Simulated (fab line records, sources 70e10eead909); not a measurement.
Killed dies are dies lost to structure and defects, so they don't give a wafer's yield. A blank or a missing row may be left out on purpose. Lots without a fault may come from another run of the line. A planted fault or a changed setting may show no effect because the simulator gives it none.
Chamber matching | flow nand_harc | NHARC_A_STAIRCASE_DEP_322 on pecvd-04: 3 sister chambers
The step deposits SiO2, target thk 3800 nm. 6 wafers are shown with their chamber, then 10 later ones without.

WAFERS WITH THEIR CHAMBER
wafer  | chamber | heater_power_w (W)
L082.5 | 0       | 548
L083.1 | 2       | 879
L083.3 | 0       | 592
L083.4 | 1       | 532
L083.2 | 1       | 643
L083.5 | 2       | 772

WAFERS WITHOUT THEIR CHAMBER
wafer  | heater_power_w (W)
L083.6 | 533
L088.1 | 829
L088.3 | 593
L088.6 | 541
L094.2 | 750
L094.5 | 564
L094.6 | 700
L097.3 | 654
L097.4 | 557
L097.6 | 479

WHICH CHAMBER EACH WENT THROUGH
wafer  | from the rows above          | in truth
L083.6 | can't be placed: 0 or 1      | 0
L088.1 | 2                            | 2
L088.3 | can't be placed: 1 or 0      | 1
L088.6 | can't be placed: 0 or 1      | 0
L094.2 | can't be placed: 2 or 1 or 0 | 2
L094.5 | can't be placed: 0 or 1      | 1
L094.6 | can't be placed: 1 or 2 or 0 | 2
L097.3 | can't be placed: 1 or 0 or 2 | 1
L097.4 | can't be placed: 0 or 1      | 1
L097.6 | can't be placed: 0 or 1      | 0
Placed correctly: 1 of 10. Can't be placed from these rows: 9 (the true chamber is among the candidates in 9). Placed wrongly: 0.
How it was worked out, from the rows above alone: a wafer's distance from a chamber is the root of the sum, over the readings, of the square of ((its reading less the chamber's mean) divided by the reading's scatter). The wafer belongs to the nearest chamber; if the next one is less than 2 further off, it can't be placed. A chamber's mean is the mean of its shown wafers. The scatter: the root of (the sum of the squares of (reading less its chamber's mean) over the shown wafers, divided by (wafers less chambers)).
